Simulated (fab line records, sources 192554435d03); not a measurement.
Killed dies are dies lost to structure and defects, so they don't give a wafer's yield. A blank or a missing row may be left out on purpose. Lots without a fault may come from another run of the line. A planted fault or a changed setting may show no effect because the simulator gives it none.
fab line records | flow n5_finfet
record lots=6 wafers=16 last_day=17
route steps=1938 shown GATE_CUT@478 BEOL_M4@1111 PASSIVATION@1936
lots that met no fault: from a run of the same line without faults
start_h: hours from the record's first day to the start of the lot's first wafer shown | wait_h: hours since the lot's step before | " the same as in the row above | L1.1+2: a row that stands for several wafers | - no value, or no start given | * or withheld: withheld | < > ~ a bound
route shown NAME@n: a module of which the file shows steps, and the number in the route of the first | usual: mean/standard deviation of fault-free wafers | same: alike in all rows | chamber/n: place in a boat | sites: the reading at each site | _std_site: their standard deviation | _edge_site: outer sites' mean less inner sites' | radius_mm: how far each site lies from the wafer's centre | mask NAME#n: copy n | behind: the tool/chamber that last shaped the wafer | hold: why the lot was held/for how many hours/how that ended | device: the transistor (n, p or np) that didn't switch | end of line: the same wafers' tests at the end of the route | a step without rows: its recipe alone | killed: dies lost to structure and defects at the first sort, not the wafer's yield | map: a wafer's dies, x killed, . not, _ none there
set.NAME: the setting as run; set.NAME@STEP: as run at that earlier step | model.NAME: the simulator's own value behind a step, which no gauge read
lots at some steps of the route; a table a step, a row a wafer
services: from which hour (start_h, from the record's first day; less than 0 if before it) a tool's chamber was out of use, for how many hours, and why
## steps
# step N5_GATE_CUT_COAT_34
# recipe resist=SOC temp_c=250 time_s=60 spin_rpm=1500 resist_thk_nm=60
# step N5_GATE_CUT_COAT_35
# recipe resist=SiARC temp_c=220 time_s=60 spin_rpm=1500 resist_thk_nm=10
# step N5_GATE_CUT_COAT_27
# recipe resist=underlayer temp_c=205 time_s=60 spin_rpm=1500 resist_thk_nm=10
# step N5_GATE_CUT_COAT_07
# recipe resist=CAR-EUV spin_rpm=1500 resist_thk_nm=30
# step N5_GATE_CUT_EBR_09
# recipe solvent=PGMEA ebr_width_mm=1.5
# step N5_GATE_CUT_SOFTBAKE_08
# recipe temp_c=110 time_s=60 resist=CAR-EUV
# step N5_GATE_CUT_EXPOSE_10
# recipe mask_id=GATE_CUT na=0.33 source_shape=annular sigma_inner=0.35 sigma_outer=0.8 polarization=unpolarized target_cd_nm=20 dose_mj=43.25
# step N5_GATE_CUT_PEB_11
# recipe peb_temp_c=100 peb_time_s=60 resist=CAR-EUV
# step N5_GATE_CUT_DEVELOP_12
# recipe develop_time_s=30 developer=TMAH resist=CAR-EUV rinse_liquid=surfactant_rinse dry=air_spin dev_temp_c=23
# step N5_GATE_CUT_CD_MEAS_13
# recipe target_cd_nm=20 landing_energy_ev=500 detector=se_inlens
# usual cd_nm=19.97/0.25
# columns lot.wafer tool chamber start_h wait_h cd_nm
L333.2 cd_sem-01 0 108.80 - 20.38
L333.3 " 0 " " 20.29
L333.5 " 0 " " 19.71
L337.1 cd_sem-03 0 130.84 - 20.03
L337.4 " 0 " " 20.07
L337.5 " 0 " " 20.14
L343.4 cd_sem-03 0 167.58 - 20.02
L343.5 " 0 " " 20.11
L343.6 " 0 " " 20.06
L349.3 cd_sem-03 0 203.10 - 19.98
L349.6 " 0 " " 20.20
L351.4 cd_sem-03 0 219.43 - 19.47
L351.6 " 0 " " 19.73
L352.1 cd_sem-02 0 223.49 - 20.01
L352.2 " 0 " " 20.36
L352.5 " 0 " " 19.91
# step N5_GATE_CUT_OVL_MEAS_14
# recipe points_per_wafer=522
# usual GATE_CUT_OVL=0.2/0.77
# columns lot.wafer tool chamber start_h wait_h GATE_CUT_OVL[nm]
L333.2 overlay-01 0 108.83 0.0 0.3
L333.3 " 0 " " 0.0
L333.5 " 0 " " 0.8
L337.1 overlay-01 0 130.87 0.0 -0.3
L337.4 " 0 " " 0.6
L337.5 " 0 " " -0.1
L343.4 overlay-02 0 167.62 0.0 -2.4
L343.5 " 0 " " 0.0
L343.6 " 0 " " 0.4
L349.3 overlay-01 0 203.14 0.0 0.9
L349.6 " 0 " " -0.3
L351.4 overlay-01 0 219.48 0.0 -0.5
L351.6 " 0 " " -0.2
L352.1 overlay-02 0 223.52 0.0 -0.8
L352.2 " 0 " " 0.6
L352.5 " 0 " " -0.5
# step N5_GATE_CUT_INSPECT_15
# recipe mode=adi inspect_instrument=brightfield
# usual raw_defect_count=139/41
# columns lot.wafer tool chamber start_h wait_h raw_defect_count
L333.2 defect_inspect-01 - 108.89 0.0 193
L333.3 " - " " 177
L333.5 " - " " 146
L337.1 defect_inspect-02 - 130.93 0.1 142
L337.4 " - " " 249
L337.5 " - " " 159
L343.4 defect_inspect-01 - 167.66 0.0 152
L343.5 " - " " 167
L343.6 " - " " 128
L349.3 defect_inspect-02 - 203.19 0.0 177
L349.6 " - " " 162
L351.4 defect_inspect-01 - 219.52 0.0 124
L351.6 " - " " 95
L352.1 defect_inspect-02 - 223.58 0.1 187
L352.2 " - " " 205
L352.5 " - " " 152
# step N5_GATE_CUT_DESCUM_18
# recipe chemistry=O2 time_s=7 source_power_w=50 bias_power_w=20 pressure_mtorr=20 rf_frequency_hz=2.712e+07 temp_c=40 resist=CAR-EUV o2_flow_sccm=225
# usual chamber_pressure_mTorr=19.998/0.018 drypump_motor_current_A=5.6/0.47 oes_product_au=0.77/0.073 rf_vpp_V=243.1/1.3 showerhead_plenum_p_Torr=2.09/0.068 temp_c=40.01/0.11 throttle_valve_pct=20.45/0.24
# columns lot.wafer tool chamber start_h wait_h chamber_pressure_mTorr drypump_motor_current_A oes_product_au rf_hours_counter_h rf_vpp_V showerhead_plenum_p_Torr temp_c throttle_valve_pct model.CAR-EUV_of_GATE_CUT_COAT_07.thk_nm
L333.2 rie_diel-05 2 108.92 0.0 19.976 6.0 0.70 215 242.4 2.07 40.09 20.69 26
L333.3 " 3 " " 19.984 5.4 0.76 149 244.9 2.19 40.01 20.36 26.2
L333.5 " 0 " " 20.006 5.3 0.78 - 245.1 2.09 40.05 20.09 26.2
L337.1 rie_diel-06 3 130.97 0.0 20.019 6.8 0.91 20 244.4 2.13 40.00 20.12 26.2
L337.4 " 2 " " 20.000 5.7 0.76 122 241.5 2.02 39.98 20.77 26.2
L337.5 " 3 " " 20.014 6.7 0.92 - 243.0 2.13 40.15 20.13 26
L343.4 rie_diel-03 3 167.77 0.1 20.007 5.1 0.85 - 244.3 2.11 39.99 20.28 26
L343.5 " 1 " " 20.009 5.2 0.71 - 244.6 2.16 40.21 20.38 26
L343.6 " 0 " " 19.981 5.3 0.70 - 243.0 2.17 40.33 20.42 26
L349.3 rie_diel-06 2 203.22 0.0 20.017 5.6 0.74 146 242.1 2.01 40.05 20.82 26.4
L349.6 " 0 " " 19.986 5.5 0.76 - 241.7 2.01 39.97 20.66 26
L351.4 rie_diel-06 2 219.63 0.1 19.999 5.7 0.74 151 241.3 2.01 40.20 20.81 26.4
L351.6 " 0 " " 20.006 5.4 0.75 - 242.5 2.01 40.19 20.68 26
L352.1 rie_diel-03 1 223.61 0.0 20.013 5.1 0.69 217 243.4 2.15 39.91 20.40 26
L352.2 " 2 " " 19.991 4.8 0.94 10 243.5 2.05 40.01 19.91 26
L352.5 " 2 " " 20.005 4.8 0.93 - 243.5 2.06 40.09 19.89 26
# step N5_GATE_CUT_ETCH_28
# recipe chemistry=N2/H2 target=underlayer target_depth_a=130 mask_material=CAR-EUV time_s=10.4 ion_energy_ev=200 pressure_mtorr=30 source_w=840 bias_w=150 n2_flow_sccm=200 h2_flow_sccm=200 ends=cleared
# usual bias_w=150.0/0.39 chamber_pressure_mTorr=30.000/0.027 drypump_motor_current_A=5.6/0.48 etch_rf_on_time_s=10.42/0.18 oes_product_au=0.66/0.062 rf_vpp_V=524.0/2.6 showerhead_plenum_p_Torr=2.54/0.084 throttle_valve_pct=17.89/0.28
# columns lot.wafer tool chamber start_h wait_h bias_w chamber_pressure_mTorr drypump_motor_current_A etch_rf_on_time_s oes_product_au rf_hours_counter_h rf_vpp_V showerhead_plenum_p_Torr throttle_valve_pct model.CAR-EUV_of_GATE_CUT_COAT_07.thk_nm
L333.2 rie_diel-05 2 108.95 0.0 150.0 29.980 6.0 10.66 0.60 215 523.7 2.51 18.24 14.6
L333.3 " 3 " " 150.0 30.021 5.4 10.56 0.64 149 527.1 2.65 17.74 14.6
L333.5 " 0 " " 149.8 30.016 5.3 10.50 0.66 - 523.8 2.55 17.49 14.6
L337.1 rie_diel-06 3 131.00 0.0 150.0 29.971 6.8 10.11 0.78 20 525.3 2.59 17.51 14.8
L337.4 " 2 " " 149.9 30.010 5.7 10.41 0.65 122 522.5 2.46 18.27 14.8
L337.5 " 3 " " 149.9 29.992 6.8 10.02 0.79 - 526.6 2.59 17.52 14.8
L343.4 rie_diel-03 3 167.80 0.0 149.4 30.045 5.1 10.32 0.72 - 524.7 2.56 17.65 14.6
L343.5 " 1 " " 149.9 30.010 5.1 10.75 0.60 - 526.7 2.63 17.89 14.4
L343.6 " 0 " " 149.4 30.024 5.3 10.61 0.61 - 525.3 2.64 17.90 14.6
L349.3 rie_diel-06 2 203.26 0.0 149.1 29.975 5.7 10.52 0.64 146 521.4 2.45 18.31 15
L349.6 " 0 " " 150.7 29.975 5.5 10.27 0.65 - 519.4 2.43 18.01 14.6
L351.4 rie_diel-06 2 219.66 0.0 149.9 29.996 5.7 10.60 0.62 151 521.3 2.45 18.30 15
L351.6 " 0 " " 150.0 29.976 5.5 10.32 0.64 - 520.7 2.43 18.02 14.6
L352.1 rie_diel-03 1 223.65 0.0 149.5 29.995 5.2 10.70 0.60 217 525.3 2.62 17.90 14.6
L352.2 " 2 " " 150.2 29.989 4.8 10.33 0.79 10 525.1 2.49 17.27 14.6
L352.5 " 2 " " 150.5 30.008 4.8 10.45 0.78 - 523.3 2.49 17.27 14.6
# step N5_GATE_CUT_ETCH_36
# recipe chemistry=CF4 target=SiARC target_depth_a=130 mask_material=CAR-EUV time_s=21.7 ion_energy_ev=80 pressure_mtorr=40 source_w=545 bias_w=36 Ar_flow_sccm=100 cf4_flow_sccm=100 ends=cleared
# usual bias_w=36.00/0.12 chamber_pressure_mTorr=40.00/0.032 drypump_motor_current_A=5.6/0.48 etch_rf_on_time_s=21.8/0.33 oes_product_au=0.66/0.062 rf_vpp_V=184.0/1.2 showerhead_plenum_p_Torr=2.15/0.066 throttle_valve_pct=15.67/0.22
# columns lot.wafer tool chamber start_h wait_h bias_w chamber_pressure_mTorr drypump_motor_current_A etch_rf_on_time_s oes_product_au rf_hours_counter_h rf_vpp_V showerhead_plenum_p_Torr throttle_valve_pct
L333.2 rie_diel-05 2 108.97 0.0 36.04 40.08 6.0 21.9 0.61 215 185.1 2.12 15.90
L333.3 " 3 " " 35.94 40.07 5.4 22.0 0.65 149 183.3 2.24 15.58
L333.5 " 0 " " 35.83 39.98 5.3 21.6 0.68 - 185.5 2.15 15.40
L337.1 rie_diel-06 3 131.02 0.0 35.93 39.95 6.7 21.2 0.79 20 184.8 2.19 15.34
L337.4 " 2 " " 36.24 40.01 5.7 21.9 0.65 122 182.5 2.07 15.93
L337.5 " 3 " " 35.80 40.05 6.8 21.4 0.78 - 184.4 2.19 15.35
L343.4 rie_diel-03 3 167.82 0.0 36.26 39.99 5.1 21.4 0.72 - 184.6 2.16 15.50
L343.5 " 1 " " 36.00 39.98 5.2 22.1 0.61 - 183.1 2.21 15.68
L343.6 " 0 " " 35.84 40.03 5.3 21.9 0.61 - 186.2 2.21 15.61
L349.3 rie_diel-06 2 203.28 0.0 36.08 40.03 5.7 22.3 0.62 146 183.0 2.07 15.99
L349.6 " 0 " " 36.05 40.01 5.5 21.7 0.64 - 183.5 2.06 15.83
L351.4 rie_diel-06 2 219.68 0.0 35.73 39.98 5.7 21.9 0.63 151 181.8 2.06 16.00
L351.6 " 0 " " 35.84 39.95 5.5 21.3 0.64 - 183.5 2.06 15.84
L352.1 rie_diel-03 1 223.67 0.0 36.12 40.00 5.2 22.7 0.59 217 183.2 2.21 15.71
L352.2 " 2 " " 35.98 39.99 4.8 22.0 0.79 10 184.0 2.11 15.08
L352.5 " 2 " " 35.78 39.98 4.8 22.1 0.79 - 183.9 2.11 15.09
# step N5_BEOL_M4_RC_MEAS_101
# usual DIBL_N=36.4/1.5 DIBL_P=36.4/1.6 IOFF_N=0.164/0.025 IOFF_P=0.214/0.028 ION_N=675/9.9 ION_P=463/6.5 SS_N=71.5/0.5 SS_P=73.3/0.56 VT_N=249.2/2.7 VT_P=-250.1/2.8
# columns lot.wafer tool chamber start_h wait_h DIBL_N[mV/V] DIBL_P[mV/V] IOFF_N[nA/um] IOFF_P[nA/um] ION_N[uA/um] ION_P[uA/um] SS_N[mV/dec] SS_P[mV/dec] VT_N[mV] VT_P[mV]
L333.2 prober-01 0 189.64 0.2 35.8 36.5 0.174 0.231 678 470 72.1 73.4 246.9 -250.3
L333.3 " 0 " " 35.8 36.3 0.167 0.224 679 462 71.1 73.7 248.5 -246.2
L333.5 " 0 " " 36.4 36.6 0.171 0.215 675 463 72.0 73.9 249.4 -249.3
L337.1 prober-01 0 213.64 0.0 35.2 37.3 0.144 0.237 664 468 71.5 73.5 250.2 -246.9
L337.4 " 0 " " 36.0 38.1 0.162 0.242 670 468 71.5 73.6 249.0 -245.3
L337.5 " 0 " " 34.1 35.8 0.127 0.208 657 460 71.7 73.1 253.1 -248.0
L343.4 prober-01 0 243.79 0.5 36.9 38.0 0.184 0.230 669 464 72.2 73.2 248.4 -245.9
L343.5 " 0 " " 37.1 39.4 0.187 0.242 674 466 72.0 73.8 249.5 -247.6
L343.6 " 0 " " 37.3 39.1 0.190 0.245 682 467 71.6 73.5 248.4 -248.2
L349.3 prober-01 0 288.69 0.3 36.7 37.4 0.152 0.208 669 464 71.9 73.1 248.8 -250.3
L349.6 " 0 " " 35.5 35.8 0.135 0.190 659 454 71.6 72.4 253.0 -248.5
L352.1 prober-02 0 303.08 0.0 37.1 35.9 0.165 0.203 675 460 71.3 73.4 249.8 -249.2
L352.2 " 0 " " 38.6 37.3 0.201 0.237 685 466 71.6 74.3 247.9 -247.4
L352.5 " 0 " " 36.7 35.5 0.166 0.198 673 454 71.4 73.5 246.7 -250.3
L351.4 prober-02 0 304.48 1.1 37.7 39.5 0.195 0.269 686 470 71.9 74.1 247.5 -247.2
L351.6 " 0 " " 34.9 35.4 0.131 0.190 678 465 71.3 72.3 251.5 -250.0
# step N5_PASSIVATION_PROBE_49
# usual defect_limited_yield=91.1/1.4 killed_at_M0_to_M3=35/8.7 killed_at_M4_up=14/5.3 killed_at_contacts=12/6.2 killed_at_front_end=41/12 killed_at_other=3.4/2.6 killed_dies=105/16 killed_open=67/13 killed_short=36/7.3 sort_bin_5_function=5.2/0.96 sort_bin_6_memory=3.3/0.6 sort_n_pass=1075/16 sort_yield_pct=91.1/1.4
# same gross_dies=1180 killed_at_back_side=0 sort_bin_4_leakage[%]=0 sort_bin_8_speed[%]=0
# columns lot.wafer tool chamber start_h wait_h defect_limited_yield[%] killed_at_M0_to_M3 killed_at_M4_up killed_at_contacts killed_at_front_end killed_at_other killed_dies killed_open killed_short sort_bin_5_function[%] sort_bin_6_memory[%] sort_n_pass sort_yield_pct[%]
L333.2 prober-02 - 281.37 0.1 89.4 37 12 15 60 1 125 82 41 6.4 3.9 1055 89.4
# killed by level:class
L333.2 FIN_SAQP:geometric_particle:open=19 FIN_SAQP:geometric_particle:short=12 MOL_CONTACT_COAG:geometric_particle:open=10 BEOL_M2:geometric_particle:open=10 BEOL_M0_SAQP:geometric_particle:short=7 BEOL_M0_SAQP:geometric_particle:open=7 STI_FIN_REVEAL:geometric_particle:open=6 GATE_CUT:geometric_particle:short=4
## services
# columns tool chamber start_h hours kind
rie_diel-03 - 95.11 2.8 pm
rie_diel-06 3 158.92 1.5 repair
rie_diel-03 2 161.17 - clean
rie_diel-03 2 161.17 - consumable_replace:focus_ring
rie_diel-03 2 161.17 17.2 scheduled_down
rie_diel-03 2 161.17 17.2 vent_cycle
rie_diel-05 1 189.36 - clean
rie_diel-05 1 189.36 - consumable_replace:focus_ring
rie_diel-05 1 189.36 - consumable_replace:showerhead
rie_diel-05 1 189.36 17.0 scheduled_down
rie_diel-05 1 189.36 17.0 vent_cycle
rie_diel-03 2 208.36 12.5 repair
rie_diel-03 3 217.87 22.0 repair
rie_diel-05 2 219.60 - clean
rie_diel-05 2 219.60 - consumable_replace:focus_ring
rie_diel-05 2 219.60 16.4 scheduled_down
rie_diel-05 2 219.60 16.4 vent_cycle
## key
first_sign none at tools or gauges
model_effect step=N5_GATE_CUT_DESCUM_18 value=CAR-EUV_of_GATE_CUT_COAT_07.thk_nm without=26 struck=26.4
model_effect step=N5_GATE_CUT_ETCH_28 value=CAR-EUV_of_GATE_CUT_COAT_07.thk_nm without=14.6 struck=15
met_at N5_GATE_CUT_DESCUM_18
struck_wafers L349.3,L351.4
onset_between 130.97 203.22
fault kind=process_parameter_drift tool=rie_diel-06 chamber=- onset_h=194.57 steps=N5_GATE_CUT_DESCUM_18 channel=time_s offset=* shape=step end_h=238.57 scope=struck_wafers_only acts_in=* stated=*
